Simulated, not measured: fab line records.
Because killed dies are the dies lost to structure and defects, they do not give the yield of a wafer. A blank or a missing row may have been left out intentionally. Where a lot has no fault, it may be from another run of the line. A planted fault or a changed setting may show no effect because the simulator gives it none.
Problem report, 8D (eight disciplines) form, completed by code + flow nand-harc + the parts of the form that need people (team, actions taken, sign-off) are left out

== 1. WHAT IS WRONG ==
cd-nm at NHARC_A_M1_CD_MEAS_09 reads a mean of 113.7 nm on 6 wafers of 2 lots; wafers without a fault read 120.3 nm with a standard deviation of 0.41. Measured from the usual mean, that is -16 standard deviations.
The step: target cd 120 nm.
First seen on wafer L832.2, day 20 20:56, on cd-sem-02. At this step, 33 wafers from 11 lots have a number in the record. The rule behind "out" and "out of limits": a value lying over 4 standard deviations away from the usual mean. Any other wafer with a number is counted as sound.

== 2. WHAT IT IS, AND WHAT IT ISN'T ==
| question                    | is                     | is not                                                                                 |
|-----------------------------|------------------------|----------------------------------------------------------------------------------------|
| which readings at this step | cd-nm                  | -                                                                                      |
| which lots                  | L832, L837             | L821, L824, L825, L826, L827, L838, L839, L840, L843                                   |
| which wafers of those lots  | all that have a number | -                                                                                      |
| read on which gauges        | cd-sem-02              | cd-sem-01, cd-sem-03                                                                   |
| when                        | from day 20 20:56      | up to then (15 sound wafers); but 12 sound wafers of L838, L839, L840, L843 came after |

== 3. THE SUSPECTS, EACH WITH WHAT RULES IT OUT ==
Counting: any tool at a process step up to the reading is kept as a suspect provided that every lot that is out went through it and no sound lot did after the first of them.
- ruled out: the gauge at NHARC_A_M1_CD_MEAS_09. All the wafers that are out were read on cd-sem-02, but those of them that NHARC_A_M1_PEB_07 has rows for are out there too, on other tools.
- litho-track-04 at NHARC_A_M1_PEB_07 (peb time 65 s): kept. It ran every lot that is out, first L832 (day 20 20:51), and no sound lot after that; its last sound lot up to then is L826 (day 18 14:44). Out on those wafers are its own readings of heater-power-total-W.
Left after counting: litho-track-04 at NHARC_A_M1_PEB_07.

== 4. THE CAUSE (what the simulator had put in) ==
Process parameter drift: litho-track-04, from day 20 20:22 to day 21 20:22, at NHARC_A_M1_PEB_07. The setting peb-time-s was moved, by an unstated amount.
Only this tool survived the counting.

== 5. THE CHAIN OF EFFECTS, in route order ==
One row per reading whose mean, taken over the struck wafers that have a number, lies over 3 standard deviations from the usual. Only readings for which the record gives a usual standard deviation are gone through. hours: the time from each lot's start at the first step in this table that gives one to its start at this step, as a median over the lots. sigmas: the change in usual standard deviations.
| hours | step                  | reading              | usual    | on struck wafers | change | sigmas |
|-------|-----------------------|----------------------|----------|------------------|--------|--------|
| 0     | NHARC_A_M1_PEB_07     | heater-power-total-W | 156.6 W  | 173.3            | +16.7  | +39    |
| 0     | NHARC_A_M1_CD_MEAS_09 | cd-nm                | 120.3 nm | 113.7            | -6.6   | -16    |
Its process steps:
- NHARC_A_M1_PEB_07: peb time 65 s.

== 6. WHAT WOULD HAVE CAUGHT IT SOONER ==
In this record the first reading out of limits at a measuring or inspecting step was taken at day 20 20:56, 1 hour after the fault began at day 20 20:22.
At NHARC_A_M1_PEB_07, the tool's own readings (heater-power-total-W) were out on each struck wafer the step has a row for, so an alarm limit on them would have fired on the first such wafer.
Lots out: 2; of these, L837 started NHARC_A_M1_PEB_07 on litho-track-04 after day 20 20:56. Putting the tool on hold at that point would have spared it.
